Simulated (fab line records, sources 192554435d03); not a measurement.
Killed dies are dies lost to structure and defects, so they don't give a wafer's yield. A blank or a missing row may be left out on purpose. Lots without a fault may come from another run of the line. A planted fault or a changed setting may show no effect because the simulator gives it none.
Chamber matching | flow n5_finfet | N5_STI_FIN_REVEAL_CMP_04 on cmp-02: 4 sister chambers
The step polishes, stops on Si3N4, t overpolish 4 s, target thk 131.83 nm. 4 wafers are shown with their chamber, then 8 later ones without.

WAFERS WITH THEIR CHAMBER
wafer  | chamber | motor_current_A (A)
L083.1 | 1       | 6.7
L083.2 | 3       | 7.4
L083.3 | 0       | 8.8
L089.1 | 2       | 7.1

WAFERS WITHOUT THEIR CHAMBER
wafer  | motor_current_A (A)
L089.5 | 7.5
L089.6 | 6.9
L090.1 | 8.4
L090.3 | 7.3
L090.4 | 6.8
L091.2 | 6.6
L091.5 | 7.5
L091.6 | 7.7

WHICH CHAMBER EACH WENT THROUGH
wafer  | from the rows above          | in truth
L089.5 | can't be placed: 3 or 2      | 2
L089.6 | can't be placed: 2 or 1 or 3 | 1
L090.1 | 0                            | 0
L090.3 | can't be placed: 3 or 2      | 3
L090.4 | can't be placed: 1 or 2      | 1
L091.2 | can't be placed: 1 or 2      | 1
L091.5 | can't be placed: 3 or 2      | 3
L091.6 | can't be placed: 3 or 2      | 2
Placed correctly: 1 of 8. Can't be placed from these rows: 7 (the true chamber is among the candidates in 7). Placed wrongly: 0.
How it was worked out, from the rows above alone: a wafer's distance from a chamber is the root of the sum, over the readings, of the square of ((its reading less the chamber's mean) divided by the reading's scatter). The wafer belongs to the nearest chamber; if the next one is less than 2 further off, it can't be placed. A chamber's mean is the mean of its shown wafers. The scatter: with one shown wafer a chamber, the root of the mean of the squares of how far each hidden wafer lies from its nearest shown one.
